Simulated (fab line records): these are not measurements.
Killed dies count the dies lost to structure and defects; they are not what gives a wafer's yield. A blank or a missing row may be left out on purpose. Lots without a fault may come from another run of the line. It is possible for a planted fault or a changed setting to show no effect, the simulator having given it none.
A lot that was struck, set against a sound lot | flow n5 finfet | 15 steps out of a route of 1938
Sound: the wafers L996.1, L996.5, L996.6. Struck: wafer L988.6; the same lot's L988.2 was not struck, so it is left out; see the end for the cause.
At each step with rows: each side's tool, then ch and its chambers, then its first start. Under that, the readings that differ: sound wafers | struck wafers | difference of the means | sigmas: that difference in standard deviations of wafers without a fault.
alike: same words and numbers on both sides, and readings whose means sit less than 2 such deviations apart. not compared: any withheld reading, any reading some wafer has no value for, any bound like >300 that may hide the same value, and any number with overlapping values for which the record gives no deviation.
A row with sigmas, a row that says differs or no value, or rows on one side alone: a step with any of these is where the two part. Numbers that don't overlap but have no deviation are shown without sigmas and don't part them. A reading that every wafer of one side lacks parts them only if that side has two wafers or more.

first, 1 step without rows for these wafers: N5_MOL_CONTACT_COAG_STRIP_98 (strips in N2/H2).
N5_MOL_CONTACT_COAG_CD_MEAS_99 targets a cd of 17.2 nm.
  sound on cd sem-01 at day 10 08:42; struck on cd sem-01 at day 7 21:07
  alike: cd nm
then, 2 steps without rows for these wafers: N5_MOL_CONTACT_COAG_IMPLANT_129; N5_MOL_CONTACT_COAG_PRECLEAN_111 (cleans in NF3:NH3, afs cycles 1, time 20 s, sublimation time 60 s).
N5_MOL_CONTACT_COAG_TI_SIL_19: material Ti, target thk 4.2 nm, time 15 s.
  sound on pvd sputter-03 at day 10 09:30; struck on pvd sputter-01 at day 7 21:34
  alike: throttle valve pct
N5_MOL_CONTACT_COAG_ALD_20: deposits TiN, target thk 1.5 nm, pulse time 1 s, purge time 3 s.
  sound on ald metal-01 ch 1,2,3, day 10 09:37; struck on ald metal-01 ch 0, day 7 21:41
  alike: heater power w, precursor pulse height rel
then, 1 step without rows for these wafers: N5_MOL_CONTACT_COAG_SIL_ANNEAL_21 (time 60 s).
N5_MOL_CONTACT_COAG_PRE_CLEAN_141: time 60 s.
  sound on pvd sputter-02 at day 10 13:13; struck on pvd sputter-01 at day 7 22:20
  alike: heater power w
N5_MOL_CONTACT_COAG_SPUTTER_143: material Co, target thk 2.5 nm.
  sound on pvd sputter-02 at day 10 13:16; struck on pvd sputter-01 at day 7 22:24
  alike: throttle valve pct
then, 1 step without rows for these wafers: N5_MOL_CONTACT_COAG_CO_FILL_22 (material Co, precursor CCTBA/H2, target thk 20 nm).
N5_MOL_CONTACT_COAG_ANNEAL_113: time 300 s.
  sound on rtp anneal-01 ch 0, day 10 14:00; struck on rtp anneal-02 ch 0, day 7 23:17
  reading             | sound          | struck | difference | sigmas
  lamp_zone_6_pct (%) | 3.04 3.04 3.04 | 2.86   | -0.18      | -2
  lamp_zone_7_pct (%) | 3.24 3.23 3.23 | 3.04   | -0.19      | -2
  alike: anneal temp c, lamp power pct, wafer_temp_C_max
then, 1 step without rows for these wafers: N5_MOL_CONTACT_COAG_PRE_CLEAN_142 (time 60 s).
N5_MOL_CONTACT_COAG_SPUTTER_130: material Co, target thk 47.5 nm.
  sound on pvd sputter-01 at day 10 17:02; struck on pvd sputter-01 at day 8 00:08
  reading                                              | sound        | struck | difference | sigmas
  model.Co_of_MOL_CONTACT_COAG_SPUTTER_130.thk nm (nm) | 48 47.6 47.8 | 61.6   | +13.8      |
  alike: throttle valve pct
then, 1 step without rows for these wafers: N5_MOL_CONTACT_COAG_PRECLEAN_125 (cleans in DIW, time 57.5 s).
-- the record jumps here: 3 days lie between the struck wafers' starts before and after (it left off in module MOL_CONTACT_COAG and takes up again in module BEOL_M4, whose first step shown is number 1111 of the route) --
N5_BEOL_M4_RC_MEAS_101:
  sound on prober-02 ch 0, day 13 23:53; struck on prober-01 ch 0, day 11 06:40
  alike: DIBL_N, DIBL_P, IOFF_N, IOFF_P, ION_N, ION_P, SS_N, SS_P, VT_N, VT_P

## WHERE THEY PART
Within this record, at N5_MOL_CONTACT_COAG_ANNEAL_113 only. Later steps at which nothing parts them and some readings are alike: N5_MOL_CONTACT_COAG_SPUTTER_130, N5_BEOL_M4_RC_MEAS_101.

WHY: what had been put in by the simulator
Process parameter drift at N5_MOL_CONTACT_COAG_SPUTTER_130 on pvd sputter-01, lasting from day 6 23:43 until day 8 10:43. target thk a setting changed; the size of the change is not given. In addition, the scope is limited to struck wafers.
